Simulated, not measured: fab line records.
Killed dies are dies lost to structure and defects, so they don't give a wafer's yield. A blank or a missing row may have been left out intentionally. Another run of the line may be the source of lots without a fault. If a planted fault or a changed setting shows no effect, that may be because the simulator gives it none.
Chamber matching | flow nand_harc | NHARC_A_CONTACT_ALD_18 on ald_metal-03 has 4 sister chambers
The step deposits TiN, target thk 3 nm, pulse time 1 s, ald cycles 150. 4 wafers are shown with their chamber, then 9 later ones without.

## WAFERS PAIRED WITH THEIR CHAMBERS
wafer  | chamber | heater_power_w (W)
L079.4 | 0       | 1060
L083.1 | 2       | 1121
L083.2 | 1       | 1071
L083.4 | 3       | 1025

## WAFERS WITHOUT THEIR CHAMBER
wafer  | heater_power_w (W)
L089.2 | 1038
L089.3 | 1165
L089.4 | 1036
L093.3 | 1142
L093.4 | 1062
L093.5 | 1166
L097.1 | 1124
L097.3 | 998
L097.4 | 1027

## CHAMBER TAKEN BY EACH
wafer  | from the rows above          | in truth
L089.2 | can't be placed: 3 or 0 or 1 | 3
L089.3 | 2                            | 2
L089.4 | can't be placed: 3 or 0 or 1 | 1
L093.3 | 2                            | 2
L093.4 | can't be placed: 0 or 1 or 3 | 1
L093.5 | 2                            | 2
L097.1 | 2                            | 2
L097.3 | can't be placed: 3 or 0 or 1 | 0
L097.4 | can't be placed: 3 or 0 or 1 | 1
Correct placement for 4 of the 9. Unplaceable from these rows: 5, with the true chamber sitting among the candidates in 5. 0 placed wrongly.
How it was worked out, from the rows above alone: a wafer's distance from a chamber is the root of the sum, over the readings, of the square of ((its reading less the chamber's mean) divided by the reading's scatter). The wafer belongs to the nearest chamber; if the next one is less than 2 further off, it can't be placed. Each chamber's mean is taken over the wafers shown for it. The scatter (one wafer shown for each chamber): square how far every hidden wafer sits from the nearest shown wafer, average those squares and take the square root.
